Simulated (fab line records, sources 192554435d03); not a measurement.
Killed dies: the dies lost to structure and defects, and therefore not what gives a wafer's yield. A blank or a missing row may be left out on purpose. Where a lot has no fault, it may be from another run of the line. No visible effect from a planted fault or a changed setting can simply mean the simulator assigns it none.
Chamber matching :: flow n5Finfet :: N5_HKMG_FIN_ALD_71 on aldMetal-03 has 4 sister chambers
The step deposits TiN, target thk 1 nm, pulse time 1 s, purge time 3 s. 8 wafers are shown with their chamber, then 7 later ones without.

== EACH WAFER AND ITS CHAMBER ==
wafer: L082.1
chamber: 1
heaterPowerW (W): 1054
precursorPulseHeightRel: 0.970

wafer: L082.4
chamber: 2
heaterPowerW (W): 927
precursorPulseHeightRel: 1.013

wafer: L085.1
chamber: 2
heaterPowerW (W): 939
precursorPulseHeightRel: 0.965

wafer: L086.3
chamber: 3
heaterPowerW (W): 795
precursorPulseHeightRel: 1.007

wafer: L086.4
chamber: 0
heaterPowerW (W): 736
precursorPulseHeightRel: 1.026

wafer: L086.6
chamber: 0
heaterPowerW (W): 697
precursorPulseHeightRel: 0.991

wafer: L087.2
chamber: 3
heaterPowerW (W): 794
precursorPulseHeightRel: 0.988

wafer: L087.3
chamber: 1
heaterPowerW (W): 1082
precursorPulseHeightRel: 1.014

== WAFERS WITH NO CHAMBER GIVEN ==
wafer: L087.4
heaterPowerW (W): 942
precursorPulseHeightRel: 1.025

wafer: L093.2
heaterPowerW (W): 725
precursorPulseHeightRel: 0.982

wafer: L093.4
heaterPowerW (W): 1086
precursorPulseHeightRel: 1.012

wafer: L093.6
heaterPowerW (W): 1074
precursorPulseHeightRel: 1.009

wafer: L094.2
heaterPowerW (W): 725
precursorPulseHeightRel: 1.008

wafer: L094.3
heaterPowerW (W): 1071
precursorPulseHeightRel: 0.991

wafer: L094.5
heaterPowerW (W): 776
precursorPulseHeightRel: 1.033

== EACH ONE'S CHAMBER ==
wafer: L087.4
from the rows above: 2
in truth: 2

wafer: L093.2
from the rows above: 0
in truth: 0

wafer: L093.4
from the rows above: 1
in truth: 1

wafer: L093.6
from the rows above: 1
in truth: 1

wafer: L094.2
from the rows above: 0
in truth: 0

wafer: L094.3
from the rows above: 1
in truth: 1

wafer: L094.5
from the rows above: can't be placed: 3 or 0
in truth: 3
6 of 7 placed correctly. Unplaceable from these rows: 1, with the true chamber sitting among the candidates in 1. Number placed wrongly: 0.
How it was worked out, from the rows above alone: a wafer's distance from a chamber is the root of the sum, over the readings, of the square of ((its reading less the chamber's mean) divided by the reading's scatter). If the next closest chamber is less than 2 further off than the closest, the wafer can't be placed; otherwise it belongs to the closest. For every chamber, the mean is computed from those of its wafers that are shown. The scatter: the root of (the sum of the squares of (reading less its chamber's mean) over the shown wafers, divided by (wafers less chambers)).
